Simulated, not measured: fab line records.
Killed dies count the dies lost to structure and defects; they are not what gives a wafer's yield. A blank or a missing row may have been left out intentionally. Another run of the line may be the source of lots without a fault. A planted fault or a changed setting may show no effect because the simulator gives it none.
Chamber matching + flow n5Finfet + N5_BEOL_M6_ALD_77 on aldMetal-02 has 4 sister chambers
The step deposits TaN, target thk 2 nm, pulse time 2 s, purge time 3 s. 8 wafers are shown with their chamber, then 7 later ones without.

WAFERS WITH THEIR CHAMBER
| wafer  | chamber | heaterPowerW (W) | precursorVesselPressureTorr (Torr) |
|--------|---------|------------------|------------------------------------|
| L081.4 | 1       | 371              | 26.34                              |
| L084.2 | 3       | 415              | 26.29                              |
| L084.5 | 2       | 442              | 26.30                              |
| L091.3 | 1       | 373              | 26.23                              |
| L091.4 | 0       | 404              | 26.26                              |
| L091.6 | 2       | 460              | 26.28                              |
| L092.2 | 0       | 395              | 26.30                              |
| L092.4 | 3       | 417              | 26.24                              |

WAFERS MISSING THEIR CHAMBER
| wafer  | heaterPowerW (W) | precursorVesselPressureTorr (Torr) |
|--------|------------------|------------------------------------|
| L092.6 | 450              | 26.38                              |
| L094.1 | 388              | 26.31                              |
| L094.2 | 420              | 26.34                              |
| L094.3 | 373              | 26.17                              |
| L095.3 | 410              | 26.33                              |
| L095.5 | 448              | 26.25                              |
| L095.6 | 374              | 26.19                              |

THE CHAMBER EACH PASSED THROUGH
| wafer  | from the rows above     | in truth |
|--------|-------------------------|----------|
| L092.6 | 2                       | 2        |
| L094.1 | can't be placed: 0 or 1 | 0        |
| L094.2 | can't be placed: 3 or 0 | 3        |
| L094.3 | can't be placed: 1 or 0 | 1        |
| L095.3 | can't be placed: 3 or 0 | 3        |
| L095.5 | 2                       | 2        |
| L095.6 | can't be placed: 1 or 0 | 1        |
Placed correctly: 2 of 7. Can't be placed from these rows: 5 (the true chamber is among the candidates in 5). 0 placed wrongly.
How it was worked out, from the rows above alone: a wafer's distance from a chamber is the root of the sum, over the readings, of the square of ((its reading less the chamber's mean) divided by the reading's scatter). If the next closest chamber is less than 2 further off than the closest, the wafer can't be placed; otherwise it belongs to the closest. For every chamber, the mean is computed from those of its wafers that are shown. The scatter: the root of (the sum of the squares of (reading less its chamber's mean) over the shown wafers, divided by (wafers less chambers)).
